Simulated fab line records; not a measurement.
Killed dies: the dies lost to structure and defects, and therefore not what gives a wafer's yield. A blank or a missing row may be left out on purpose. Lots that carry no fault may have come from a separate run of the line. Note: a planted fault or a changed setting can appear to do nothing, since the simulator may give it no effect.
Matching of chambers :: flow n5-finfet :: 4 sister chambers for N5_FIN_CUT_ETCH_30 on rie-diel-02
The step etches underlayer in N2/H2, target depth 13 nm, time 10.4 s. 20 wafers are shown with their chamber, then 10 later ones without.

== WAFERS PAIRED WITH THEIR CHAMBERS ==
wafer: L077.1
chamber: 1
showerhead-plenum-p-Torr (Torr): 2.55
drypump-motor-current-A (A): 6.2
throttle-valve-pct (%): 17.83

wafer: L077.4
chamber: 2
showerhead-plenum-p-Torr (Torr): 2.42
drypump-motor-current-A (A): 5.6
throttle-valve-pct (%): 17.79

wafer: L077.6
chamber: 1
showerhead-plenum-p-Torr (Torr): 2.55
drypump-motor-current-A (A): 6.2
throttle-valve-pct (%): 17.82

wafer: L080.1
chamber: 0
showerhead-plenum-p-Torr (Torr): 2.50
drypump-motor-current-A (A): 5.3
throttle-valve-pct (%): 17.67

wafer: L080.2
chamber: 1
showerhead-plenum-p-Torr (Torr): 2.55
drypump-motor-current-A (A): 6.2
throttle-valve-pct (%): 17.83

wafer: L080.3
chamber: 2
showerhead-plenum-p-Torr (Torr): 2.42
drypump-motor-current-A (A): 5.6
throttle-valve-pct (%): 17.81

wafer: L080.4
chamber: 3
showerhead-plenum-p-Torr (Torr): 2.68
drypump-motor-current-A (A): 5.5
throttle-valve-pct (%): 17.37

wafer: L080.5
chamber: 3
showerhead-plenum-p-Torr (Torr): 2.68
drypump-motor-current-A (A): 5.5
throttle-valve-pct (%): 17.40

wafer: L080.6
chamber: 0
showerhead-plenum-p-Torr (Torr): 2.50
drypump-motor-current-A (A): 5.2
throttle-valve-pct (%): 17.69

wafer: L084.1
chamber: 0
showerhead-plenum-p-Torr (Torr): 2.50
drypump-motor-current-A (A): 5.3
throttle-valve-pct (%): 17.68

wafer: L084.2
chamber: 3
showerhead-plenum-p-Torr (Torr): 2.67
drypump-motor-current-A (A): 5.5
throttle-valve-pct (%): 17.40

wafer: L084.3
chamber: 1
showerhead-plenum-p-Torr (Torr): 2.54
drypump-motor-current-A (A): 6.3
throttle-valve-pct (%): 17.85

wafer: L084.4
chamber: 2
showerhead-plenum-p-Torr (Torr): 2.42
drypump-motor-current-A (A): 5.6
throttle-valve-pct (%): 17.81

wafer: L084.5
chamber: 3
showerhead-plenum-p-Torr (Torr): 2.67
drypump-motor-current-A (A): 5.5
throttle-valve-pct (%): 17.40

wafer: L084.6
chamber: 0
showerhead-plenum-p-Torr (Torr): 2.50
drypump-motor-current-A (A): 5.3
throttle-valve-pct (%): 17.68

wafer: L089.1
chamber: 0
showerhead-plenum-p-Torr (Torr): 2.49
drypump-motor-current-A (A): 5.3
throttle-valve-pct (%): 17.72

wafer: L089.5
chamber: 0
showerhead-plenum-p-Torr (Torr): 2.49
drypump-motor-current-A (A): 5.3
throttle-valve-pct (%): 17.70

wafer: L089.6
chamber: 1
showerhead-plenum-p-Torr (Torr): 2.54
drypump-motor-current-A (A): 6.3
throttle-valve-pct (%): 17.86

wafer: L092.1
chamber: 2
showerhead-plenum-p-Torr (Torr): 2.41
drypump-motor-current-A (A): 5.6
throttle-valve-pct (%): 17.82

wafer: L092.3
chamber: 0
showerhead-plenum-p-Torr (Torr): 2.49
drypump-motor-current-A (A): 5.3
throttle-valve-pct (%): 17.71

SIGNATURES, as means of the wafers listed above
reading: showerhead-plenum-p-Torr
chamber 0: 2.4957
chamber 1: 2.5460
chamber 2: 2.4175
chamber 3: 2.6750
scatter within a chamber: 0.0054

reading: drypump-motor-current-A
chamber 0: 5.286
chamber 1: 6.240
chamber 2: 5.600
chamber 3: 5.500
scatter within a chamber: 0.0359

reading: throttle-valve-pct
chamber 0: 17.6929
chamber 1: 17.8380
chamber 2: 17.8075
chamber 3: 17.3925
scatter within a chamber: 0.0161
Rule: a wafer's distance from a chamber is the root of the sum, over the readings, of the square of ((its reading less the chamber's mean) divided by the reading's scatter). The wafer belongs to the nearest chamber; if the next one is less than 2 further off, it can't be placed. How the scatter is found: for the shown wafers, subtract from each reading the mean of its chamber, square and add these, divide the total by (wafers less chambers), then take the root.

== WAFERS WITH NO CHAMBER GIVEN ==
wafer: L092.4
showerhead-plenum-p-Torr (Torr): 2.67
drypump-motor-current-A (A): 5.5
throttle-valve-pct (%): 17.41

wafer: L093.1
showerhead-plenum-p-Torr (Torr): 2.54
drypump-motor-current-A (A): 6.2
throttle-valve-pct (%): 17.90

wafer: L093.2
showerhead-plenum-p-Torr (Torr): 2.67
drypump-motor-current-A (A): 5.5
throttle-valve-pct (%): 17.43

wafer: L093.3
showerhead-plenum-p-Torr (Torr): 2.49
drypump-motor-current-A (A): 5.3
throttle-valve-pct (%): 17.72

wafer: L093.4
showerhead-plenum-p-Torr (Torr): 2.41
drypump-motor-current-A (A): 5.6
throttle-valve-pct (%): 17.84

wafer: L093.5
showerhead-plenum-p-Torr (Torr): 2.67
drypump-motor-current-A (A): 5.5
throttle-valve-pct (%): 17.45

wafer: L093.6
showerhead-plenum-p-Torr (Torr): 2.49
drypump-motor-current-A (A): 5.3
throttle-valve-pct (%): 17.70

wafer: L096.1
showerhead-plenum-p-Torr (Torr): 2.49
drypump-motor-current-A (A): 5.3
throttle-valve-pct (%): 17.73

wafer: L096.4
showerhead-plenum-p-Torr (Torr): 2.53
drypump-motor-current-A (A): 6.3
throttle-valve-pct (%): 17.88

wafer: L096.5
showerhead-plenum-p-Torr (Torr): 2.66
drypump-motor-current-A (A): 5.5
throttle-valve-pct (%): 17.43

== WHICH CHAMBER EACH ONE RAN IN ==
wafer: L092.4
from the rows above: 3
in truth: 3

wafer: L093.1
from the rows above: 1
in truth: 1

wafer: L093.2
from the rows above: 3
in truth: 3

wafer: L093.3
from the rows above: 0
in truth: 0

wafer: L093.4
from the rows above: 2
in truth: 2

wafer: L093.5
from the rows above: 3
in truth: 3

wafer: L093.6
from the rows above: 0
in truth: 0

wafer: L096.1
from the rows above: 0
in truth: 0

wafer: L096.4
from the rows above: 1
in truth: 1

wafer: L096.5
from the rows above: 3
in truth: 3
10 of 10 placed correctly. Not placeable from these rows: 0. Number placed wrongly: 0.
